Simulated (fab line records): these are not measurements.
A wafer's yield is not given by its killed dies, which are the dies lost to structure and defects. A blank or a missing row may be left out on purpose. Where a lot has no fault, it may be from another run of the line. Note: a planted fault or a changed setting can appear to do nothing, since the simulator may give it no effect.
Lot-split experiment -- flow n5Finfet -- on a route of 1938 steps: 7 lots, 21 wafers read

== THE SPLIT ==
At N5_MIM_TOP_SPUTTER_03 (material TiN, target thk 35 nm, time 89.7 s), the setting powerW was moved away from the recipe's 3000 W on 4 of the 21 wafers read, by -14.9% to +14.9%. All remaining wafers had this setting at the recipe value.

The split's own step is where the reading is taken.

== THE READING ==
TiN_of_MIM_TOP_SPUTTER_03.thkNm (the simulator's own value, which no gauge read), in nm, at N5_MIM_TOP_SPUTTER_03 (material TiN, target thk 35 nm, time 89.7 s). No usual value for it is given in the file. Average 34.8 nm, standard deviation 0.39 nm, over the 17 wafers here run with the recipe.

wafer,"tool, chamber at the split","powerW as run, W",against the recipe,"TiN_of_MIM_TOP_SPUTTER_03.thkNm, nm",against lot-mates on the recipe
L075.1,"pvdSputter-02, -",3000,recipe,34.8,-
L075.2,"pvdSputter-02, -",3446,+14.9%,39,+4.2
L075.3,"pvdSputter-02, -",3446,+14.9%,39.8,+5.0
L076.3,"pvdSputter-02, -",3000,recipe,35,-
L076.4,"pvdSputter-02, -",3000,recipe,34.2,-
L076.5,"pvdSputter-02, -",3000,recipe,34.2,-
L087.1,"pvdSputter-03, -",3000,recipe,35.2,-
L087.6,"pvdSputter-03, -",3000,recipe,35.2,-
L087.5,"pvdSputter-03, -",3000,recipe,34.8,-
L090.2,"pvdSputter-01, -",3000,recipe,35.6,-
L090.5,"pvdSputter-01, -",3000,recipe,35.2,-
L090.6,"pvdSputter-01, -",3255,+8.5%,38.4,+3.0
L092.2,"pvdSputter-02, -",3000,recipe,35.2,-
L092.3,"pvdSputter-02, -",3000,recipe,34.4,-
L092.6,"pvdSputter-02, -",3000,recipe,34.6,-
L093.1,"pvdSputter-02, -",3000,recipe,34.4,-
L093.2,"pvdSputter-02, -",2552,-14.9%,30,-4.8
L093.6,"pvdSputter-02, -",3000,recipe,35.2,-
L094.2,"pvdSputter-03, -",3000,recipe,34.8,-
L094.6,"pvdSputter-03, -",3000,recipe,34.8,-
L094.4,"pvdSputter-03, -",3000,recipe,34.6,-

FIT RESULTS
A straight line over all 21 wafers: TiN_of_MIM_TOP_SPUTTER_03.thkNm changes by +0.323 nm for each +1% of powerW; r = +0.98; the points scatter about the line by 0.44 nm.
The same after taking each lot's own level away (the mean of its wafers on the recipe; 21 wafers): +0.317 nm for each +1%; r = +0.99; scatter 0.3 nm.
The reading moves by 4.7 nm for the largest change in powerW, on that fit.
Across the lots, their own levels run from 34.47 to 35.40 nm, a range of 2.4 times the standard deviation given above.
So the lot-to-lot level changes the slope little: the two slopes agree.
Check: -4.7 nm against its lot-mates is what the line predicts for one of the wafers moved furthest among these (-14.9%) when that wafer is left out of the fit. It came out at -4.8 nm against them.

== ADDITIONAL SPLITS CARRIED BY THESE WAFERS ==
Note: prior to the reading, these wafers also went through further splits. Each is held against what the fit with the lots' levels taken away leaves over:
other split on the same wafers,wafers away from the commonest value,r with TiN_of_MIM_TOP_SPUTTER_03.thkNm (lot level and that fit taken away)
N5_BEOL_M13_COAT_04 spinRpm,7,+0.22
N5_BEOL_M14_DEP_53 timeS,6,-0.28
N5_BEOL_M15_ILD_DEP_00 timeS,4,+0.09
N5_MIM_BOT_SPUTTER_00 timeS,6,+0.13

== FILE'S OWN FIT ==
TiN_of_MIM_TOP_SPUTTER_03.thkNm changes by +0.321 nm for each +1% of powerW, r = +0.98.
